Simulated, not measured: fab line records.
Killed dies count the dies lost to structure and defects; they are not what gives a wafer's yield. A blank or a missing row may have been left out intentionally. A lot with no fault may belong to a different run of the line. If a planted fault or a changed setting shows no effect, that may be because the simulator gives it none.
Lot-split experiment || flow n5-finfet || 39 wafers read across 7 lots, on a route 1938 steps long

THE SPLIT ITSELF
At N5_FIN_CUT_CUT_ETCH_15 (etches Si in HBr/Cl2/O2, target depth 100 nm, bt time 10 s, time 42.4 s), the setting target-depth-a was moved away from the recipe's 1000 angstrom on 18 of the 39 wafers read, by -10.2% to +9.7%. The other wafers ran this setting at the recipe's value.

The reading is taken at the split's own step.

THE READING
SOC_of_FIN_CUT_COAT_18.thk-nm (the simulator's own value, which no gauge read), in nm, at N5_FIN_CUT_CUT_ETCH_15 (etches Si in HBr/Cl2/O2, target depth 100 nm, bt time 10 s, time 42.4 s). There is no usual value for it anywhere in the file. Across the 21 wafers here that went through the recipe, the average is 170.0 nm and the standard deviation 0.9 nm.

{"wafer": "L074.1", "tool, chamber at the split": "rie-si-01, 2", "target-depth-a as run, angstrom": 1000, "against the recipe": "recipe", "SOC_of_FIN_CUT_COAT_18.thk-nm, nm": 169.2, "against lot-mates on the recipe": "-"}
{"wafer": "L074.2", "tool, chamber at the split": "rie-si-01, 1", "target-depth-a as run, angstrom": 1000, "against the recipe": "recipe", "SOC_of_FIN_CUT_COAT_18.thk-nm, nm": 170.8, "against lot-mates on the recipe": "-"}
{"wafer": "L074.3", "tool, chamber at the split": "rie-si-01, 0", "target-depth-a as run, angstrom": 899.4, "against the recipe": "-10.1%", "SOC_of_FIN_CUT_COAT_18.thk-nm, nm": 173.4, "against lot-mates on the recipe": "+3.2"}
{"wafer": "L074.4", "tool, chamber at the split": "rie-si-01, 3", "target-depth-a as run, angstrom": 899.4, "against the recipe": "-10.1%", "SOC_of_FIN_CUT_COAT_18.thk-nm, nm": 174.2, "against lot-mates on the recipe": "+4.0"}
{"wafer": "L074.5", "tool, chamber at the split": "rie-si-01, 1", "target-depth-a as run, angstrom": 1000, "against the recipe": "recipe", "SOC_of_FIN_CUT_COAT_18.thk-nm, nm": 170.6, "against lot-mates on the recipe": "-"}
{"wafer": "L074.6", "tool, chamber at the split": "rie-si-01, 2", "target-depth-a as run, angstrom": 899.4, "against the recipe": "-10.1%", "SOC_of_FIN_CUT_COAT_18.thk-nm, nm": 173.2, "against lot-mates on the recipe": "+3.0"}
{"wafer": "L075.1", "tool, chamber at the split": "rie-si-06, 2", "target-depth-a as run, angstrom": 1000, "against the recipe": "recipe", "SOC_of_FIN_CUT_COAT_18.thk-nm, nm": 169.6, "against lot-mates on the recipe": "-"}
{"wafer": "L075.2", "tool, chamber at the split": "rie-si-06, 0", "target-depth-a as run, angstrom": 1097, "against the recipe": "+9.7%", "SOC_of_FIN_CUT_COAT_18.thk-nm, nm": 164.6, "against lot-mates on the recipe": -4.6}
{"wafer": "L075.3", "tool, chamber at the split": "rie-si-06, 1", "target-depth-a as run, angstrom": 1000, "against the recipe": "recipe", "SOC_of_FIN_CUT_COAT_18.thk-nm, nm": 169, "against lot-mates on the recipe": "-"}
{"wafer": "L075.4", "tool, chamber at the split": "rie-si-06, 3", "target-depth-a as run, angstrom": 1097, "against the recipe": "+9.7%", "SOC_of_FIN_CUT_COAT_18.thk-nm, nm": 164.2, "against lot-mates on the recipe": -5.0}
{"wafer": "L075.5", "tool, chamber at the split": "rie-si-06, 2", "target-depth-a as run, angstrom": 1097, "against the recipe": "+9.7%", "SOC_of_FIN_CUT_COAT_18.thk-nm, nm": 165.2, "against lot-mates on the recipe": -4.0}
{"wafer": "L075.6", "tool, chamber at the split": "rie-si-06, 1", "target-depth-a as run, angstrom": 1000, "against the recipe": "recipe", "SOC_of_FIN_CUT_COAT_18.thk-nm, nm": 169, "against lot-mates on the recipe": "-"}
{"wafer": "L077.1", "tool, chamber at the split": "rie-si-05, 3", "target-depth-a as run, angstrom": 1046, "against the recipe": "+4.6%", "SOC_of_FIN_CUT_COAT_18.thk-nm, nm": 169.2, "against lot-mates on the recipe": -0.3}
{"wafer": "L077.2", "tool, chamber at the split": "rie-si-05, 0", "target-depth-a as run, angstrom": 1046, "against the recipe": "+4.6%", "SOC_of_FIN_CUT_COAT_18.thk-nm, nm": 168.2, "against lot-mates on the recipe": -1.3}
{"wafer": "L077.3", "tool, chamber at the split": "rie-si-05, 1", "target-depth-a as run, angstrom": 1000, "against the recipe": "recipe", "SOC_of_FIN_CUT_COAT_18.thk-nm, nm": 168.6, "against lot-mates on the recipe": "-"}
{"wafer": "L077.4", "tool, chamber at the split": "rie-si-05, 2", "target-depth-a as run, angstrom": 1046, "against the recipe": "+4.6%", "SOC_of_FIN_CUT_COAT_18.thk-nm, nm": 167.8, "against lot-mates on the recipe": -1.7}
{"wafer": "L077.5", "tool, chamber at the split": "rie-si-05, 0", "target-depth-a as run, angstrom": 1000, "against the recipe": "recipe", "SOC_of_FIN_CUT_COAT_18.thk-nm, nm": 169.8, "against lot-mates on the recipe": "-"}
{"wafer": "L077.6", "tool, chamber at the split": "rie-si-05, 3", "target-depth-a as run, angstrom": 1000, "against the recipe": "recipe", "SOC_of_FIN_CUT_COAT_18.thk-nm, nm": 170, "against lot-mates on the recipe": "-"}
{"wafer": "L083.1", "tool, chamber at the split": "rie-si-06, 1", "target-depth-a as run, angstrom": 1000, "against the recipe": "recipe", "SOC_of_FIN_CUT_COAT_18.thk-nm, nm": 172.6, "against lot-mates on the recipe": "-"}
{"wafer": "L083.2", "tool, chamber at the split": "rie-si-06, 2", "target-depth-a as run, angstrom": 1000, "against the recipe": "recipe", "SOC_of_FIN_CUT_COAT_18.thk-nm, nm": 171, "against lot-mates on the recipe": "-"}
{"wafer": "L083.3", "tool, chamber at the split": "rie-si-06, 0", "target-depth-a as run, angstrom": 1093, "against the recipe": "+9.3%", "SOC_of_FIN_CUT_COAT_18.thk-nm, nm": 167.4, "against lot-mates on the recipe": -3.7}
{"wafer": "L083.4", "tool, chamber at the split": "rie-si-06, 3", "target-depth-a as run, angstrom": 1000, "against the recipe": "recipe", "SOC_of_FIN_CUT_COAT_18.thk-nm, nm": 169.6, "against lot-mates on the recipe": "-"}
{"wafer": "L083.5", "tool, chamber at the split": "rie-si-06, 3", "target-depth-a as run, angstrom": 1093, "against the recipe": "+9.3%", "SOC_of_FIN_CUT_COAT_18.thk-nm, nm": 167, "against lot-mates on the recipe": -4.1}
{"wafer": "L083.6", "tool, chamber at the split": "rie-si-06, 2", "target-depth-a as run, angstrom": 1093, "against the recipe": "+9.3%", "SOC_of_FIN_CUT_COAT_18.thk-nm, nm": 167.4, "against lot-mates on the recipe": -3.7}
{"wafer": "L086.1", "tool, chamber at the split": "rie-si-01, 1", "target-depth-a as run, angstrom": 1000, "against the recipe": "recipe", "SOC_of_FIN_CUT_COAT_18.thk-nm, nm": 171.2, "against lot-mates on the recipe": "-"}
{"wafer": "L086.2", "tool, chamber at the split": "rie-si-01, 3", "target-depth-a as run, angstrom": 898.3, "against the recipe": "-10.2%", "SOC_of_FIN_CUT_COAT_18.thk-nm, nm": 174.4, "against lot-mates on the recipe": "+4.1"}
{"wafer": "L086.3", "tool, chamber at the split": "rie-si-01, 0", "target-depth-a as run, angstrom": 898.3, "against the recipe": "-10.2%", "SOC_of_FIN_CUT_COAT_18.thk-nm, nm": 174.6, "against lot-mates on the recipe": "+4.3"}
{"wafer": "L086.4", "tool, chamber at the split": "rie-si-01, 2", "target-depth-a as run, angstrom": 1000, "against the recipe": "recipe", "SOC_of_FIN_CUT_COAT_18.thk-nm, nm": 169.4, "against lot-mates on the recipe": "-"}
{"wafer": "L086.5", "tool, chamber at the split": "rie-si-01, 3", "target-depth-a as run, angstrom": 898.3, "against the recipe": "-10.2%", "SOC_of_FIN_CUT_COAT_18.thk-nm, nm": 174, "against lot-mates on the recipe": "+3.7"}
{"wafer": "L086.6", "tool, chamber at the split": "rie-si-01, 0", "target-depth-a as run, angstrom": 1000, "against the recipe": "recipe", "SOC_of_FIN_CUT_COAT_18.thk-nm, nm": 170.4, "against lot-mates on the recipe": "-"}
{"wafer": "L089.2", "tool, chamber at the split": "rie-si-05, 3", "target-depth-a as run, angstrom": 1000, "against the recipe": "recipe", "SOC_of_FIN_CUT_COAT_18.thk-nm, nm": 170.2, "against lot-mates on the recipe": "-"}
{"wafer": "L089.4", "tool, chamber at the split": "rie-si-05, 0", "target-depth-a as run, angstrom": 1000, "against the recipe": "recipe", "SOC_of_FIN_CUT_COAT_18.thk-nm, nm": 169.4, "against lot-mates on the recipe": "-"}
{"wafer": "L089.5", "tool, chamber at the split": "rie-si-05, 0", "target-depth-a as run, angstrom": 1000, "against the recipe": "recipe", "SOC_of_FIN_CUT_COAT_18.thk-nm, nm": 169.6, "against lot-mates on the recipe": "-"}
{"wafer": "L094.1", "tool, chamber at the split": "rie-si-01, 2", "target-depth-a as run, angstrom": 961.7, "against the recipe": "-3.8%", "SOC_of_FIN_CUT_COAT_18.thk-nm, nm": 171.4, "against lot-mates on the recipe": "+1.1"}
{"wafer": "L094.2", "tool, chamber at the split": "rie-si-01, 0", "target-depth-a as run, angstrom": 961.7, "against the recipe": "-3.8%", "SOC_of_FIN_CUT_COAT_18.thk-nm, nm": 171.2, "against lot-mates on the recipe": "+0.9"}
{"wafer": "L094.3", "tool, chamber at the split": "rie-si-01, 3", "target-depth-a as run, angstrom": 1000, "against the recipe": "recipe", "SOC_of_FIN_CUT_COAT_18.thk-nm, nm": 170.8, "against lot-mates on the recipe": "-"}
{"wafer": "L094.4", "tool, chamber at the split": "rie-si-01, 2", "target-depth-a as run, angstrom": 1000, "against the recipe": "recipe", "SOC_of_FIN_CUT_COAT_18.thk-nm, nm": 170, "against lot-mates on the recipe": "-"}
{"wafer": "L094.5", "tool, chamber at the split": "rie-si-01, 0", "target-depth-a as run, angstrom": 961.7, "against the recipe": "-3.8%", "SOC_of_FIN_CUT_COAT_18.thk-nm, nm": 171.4, "against lot-mates on the recipe": "+1.1"}
{"wafer": "L094.6", "tool, chamber at the split": "rie-si-01, 3", "target-depth-a as run, angstrom": 1000, "against the recipe": "recipe", "SOC_of_FIN_CUT_COAT_18.thk-nm, nm": 170.2, "against lot-mates on the recipe": "-"}

THE FIT
A straight line over all 39 wafers: SOC_of_FIN_CUT_COAT_18.thk-nm changes by -0.404 nm for each +1% of target-depth-a; r = -0.93; the points scatter about the line by 0.89 nm.
The same after taking each lot's own level away (the mean of its wafers on the recipe; 39 wafers): -0.387 nm for each +1%; r = -0.96; scatter 0.67 nm.
That fit puts the effect of the largest move of target-depth-a on the reading at 3.9 nm.
Across the lots, their own levels run from 169.20 to 171.07 nm, a range of 2.1 times the standard deviation given above.
The two slopes are in agreement: the lot-to-lot level therefore moves the slope only a little.
Check: +3.82 nm against its lot-mates is what the line predicts for one of the wafers moved furthest among these (-10.2%) when that wafer is left out of the fit. It came out at +4.07 nm against them.

ADDITIONAL SPLITS CARRIED BY THESE WAFERS
These wafers also went through other splits before the reading. Each is held against what the fit with the lots' levels taken away leaves over:
{"other split on the same wafers": "N5_WELL_APT_IMPLANT_15 energy-kev", "wafers away from the commonest value": 15, "r with SOC_of_FIN_CUT_COAT_18.thk-nm (lot level and that fit taken away)": "+0.12"}
{"other split on the same wafers": "N5_WELL_APT_EXPOSE_22 dose-mj", "wafers away from the commonest value": 15, "r with SOC_of_FIN_CUT_COAT_18.thk-nm (lot level and that fit taken away)": -0.19}

THE WHOLE CHAIN: every reading that the file lists as answering this split, in the file's order
{"step": "N5_FIN_CUT_CUT_ETCH_15", "what it does": "etches Si in HBr/Cl2/O2, target depth 100 nm, bt time 10 s, time 42.4 s", "reading": "FIN_CUT.feature-depth-nm (the simulator's own value, which no gauge read)", "change (the file's fit)": "+0.992 nm for each +1% of the setting", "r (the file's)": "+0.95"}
{"step": "N5_FIN_CUT_CUT_ETCH_15", "what it does": "etches Si in HBr/Cl2/O2, target depth 100 nm, bt time 10 s, time 42.4 s", "reading": "etch.depth-nm (the simulator's own value, which no gauge read)", "change (the file's fit)": "+0.99 nm for each +1% of the setting", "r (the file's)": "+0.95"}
{"step": "N5_FIN_CUT_CUT_ETCH_15", "what it does": "etches Si in HBr/Cl2/O2, target depth 100 nm, bt time 10 s, time 42.4 s", "reading": "SOC_of_FIN_CUT_COAT_18.thk-nm (the simulator's own value, which no gauge read)", "change (the file's fit)": "-0.387 nm for each +1% of the setting", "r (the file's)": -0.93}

FILE'S OWN FIT
SOC_of_FIN_CUT_COAT_18.thk-nm changes by -0.387 nm for each +1% of target-depth-a, r = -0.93.
